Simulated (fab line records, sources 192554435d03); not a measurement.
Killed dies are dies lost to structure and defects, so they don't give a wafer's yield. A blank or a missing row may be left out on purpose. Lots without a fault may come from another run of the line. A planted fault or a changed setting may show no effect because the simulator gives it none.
Problem report in the 8D (eight disciplines) form, filled by code | flow n5_finfet | the parts of the form that need people (team, actions taken, sign-off) are left out

1. THE PROBLEM
plate_temp_C at N5_BEOL_M9_COAT_59 reads a mean of 217.48 C on 6 wafers of 2 lots; wafers without a fault read 249.99 C with a standard deviation of 0.18. That is -99 or more standard deviations from the usual mean.
The step: time 60 s, resist thk 100 nm.
First seen on wafer L709.1, day 11 07:59, on litho_track-03. The record holds 18 wafers of 6 lots with a number at this step. Rule for "out", or "out of limits": more than 4 standard deviations from the usual mean. The other wafers with a number count as sound.

2. WHAT IT IS AND WHAT IT IS NOT
question                    | is                                 | is not
which readings at this step | plate_temp_C, heater_power_total_W | -
which lots                  | L709, L714                         | L717, L719, L722, L726
which wafers of those lots  | all that have a number             | -
read on which tools         | litho_track-03                     | litho_track-05
when                        | from day 11 07:59                  | up to then (0 sound wafers); but 12 sound wafers of L717, L719, L722, L726 came after

3. SUSPECTS, AND WHAT RULES EACH OUT
Counting: a tool at a process step up to the reading stays a suspect if it ran every lot that is out and no sound lot after the first of them.
- pecvd-03 at N5_BEOL_M8_DEP_56 (deposits SiCN from 3MS/NH3, target thk 10 nm, time 17.5 s): ruled out as a lasting fault. Sound lots L719 ran on it after its first lot that is out, L709 (day 11 05:22).
- pvd_sputter-03 at N5_BEOL_M9_HM_DEP_02 (deposits TiN, target thk 20 nm): ruled out as a lasting fault. Sound lots L726 ran on it after its first lot that is out, L709 (day 11 07:51).
- litho_track-03 at N5_BEOL_M9_COAT_59 (time 60 s, resist thk 100 nm): ruled out as a lasting fault. Sound lots L726 ran on it after its first lot that is out, L709 (day 11 07:59).
Left after counting: nothing in the record.

4. THE CAUSE (what the simulator had put in)
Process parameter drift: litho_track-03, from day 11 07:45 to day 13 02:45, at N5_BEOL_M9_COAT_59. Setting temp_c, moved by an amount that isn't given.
Counting ruled it out, wrongly.

5. THE CHAIN OF EFFECTS, in route order
Each row: a reading whose mean over the struck wafers that have a number lies more than 3 standard deviations from the usual. Only readings for which the record gives a usual standard deviation are gone through. hours: the time from each lot's start at the first step in this table that gives one to its start at this step, as a median over the lots. sigmas: the change in usual standard deviations.
hours | step               | reading              | usual    | on struck wafers | change | sigmas
0     | N5_BEOL_M9_COAT_59 | heater_power_total_W | 500.6 W  | 422.0            | -78.6  | -46
0     | N5_BEOL_M9_COAT_59 | plate_temp_C         | 249.99 C | 217.48           | -32.51 | -99 or more
The process steps in it:
- N5_BEOL_M9_COAT_59: time 60 s, resist thk 100 nm.

6. WHAT WOULD HAVE CAUGHT IT SOONER
In this record the first reading out of limits was taken at day 11 07:59, 0 hours after the fault began at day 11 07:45.
